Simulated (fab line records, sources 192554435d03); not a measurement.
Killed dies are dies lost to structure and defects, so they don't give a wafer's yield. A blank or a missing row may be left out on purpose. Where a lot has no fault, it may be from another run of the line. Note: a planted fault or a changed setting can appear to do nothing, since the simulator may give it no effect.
Matching of chambers / flow n5_finfet / N5_BEOL_M3_STRIP_66 on rie_diel-03 has 4 sister chambers
The step strips in CF4. 4 wafers are shown with their chamber, then 8 later ones without.

EACH WAFER AND ITS CHAMBER
wafer=L080.6; chamber=2; showerhead_plenum_p_Torr (Torr)=1.73
wafer=L083.1; chamber=1; showerhead_plenum_p_Torr (Torr)=1.83
wafer=L083.3; chamber=0; showerhead_plenum_p_Torr (Torr)=1.71
wafer=L085.1; chamber=3; showerhead_plenum_p_Torr (Torr)=1.73

WAFERS WHOSE CHAMBER IS MISSING
wafer=L085.3; showerhead_plenum_p_Torr (Torr)=1.71
wafer=L085.5; showerhead_plenum_p_Torr (Torr)=1.83
wafer=L086.2; showerhead_plenum_p_Torr (Torr)=1.72
wafer=L086.3; showerhead_plenum_p_Torr (Torr)=1.83
wafer=L086.6; showerhead_plenum_p_Torr (Torr)=1.72
wafer=L096.1; showerhead_plenum_p_Torr (Torr)=1.70
wafer=L096.4; showerhead_plenum_p_Torr (Torr)=1.72
wafer=L096.5; showerhead_plenum_p_Torr (Torr)=1.73

WHICH CHAMBER EACH ONE RAN IN
wafer=L085.3; from the rows above=0; in truth=0
wafer=L085.5; from the rows above=1; in truth=1
wafer=L086.2; from the rows above=can't be placed: 0 or 2 or 3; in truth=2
wafer=L086.3; from the rows above=1; in truth=1
wafer=L086.6; from the rows above=can't be placed: 0 or 2 or 3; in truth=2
wafer=L096.1; from the rows above=0; in truth=0
wafer=L096.4; from the rows above=can't be placed: 0 or 2 or 3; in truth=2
wafer=L096.5; from the rows above=can't be placed: 2 or 3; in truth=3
Placed correctly: 4 of 8. Cannot be placed on the basis of these rows: 4; the candidates contain the true chamber in 4. 0 placed wrongly.
How it was worked out, from the rows above alone: a wafer's distance from a chamber is the root of the sum, over the readings, of the square of ((its reading less the chamber's mean) divided by the reading's scatter). If the next closest chamber is less than 2 further off than the closest, the wafer can't be placed; otherwise it belongs to the closest. A chamber's mean is the mean of its shown wafers. The scatter (one wafer shown for each chamber): square how far every hidden wafer sits from the nearest shown wafer, average those squares and take the square root.
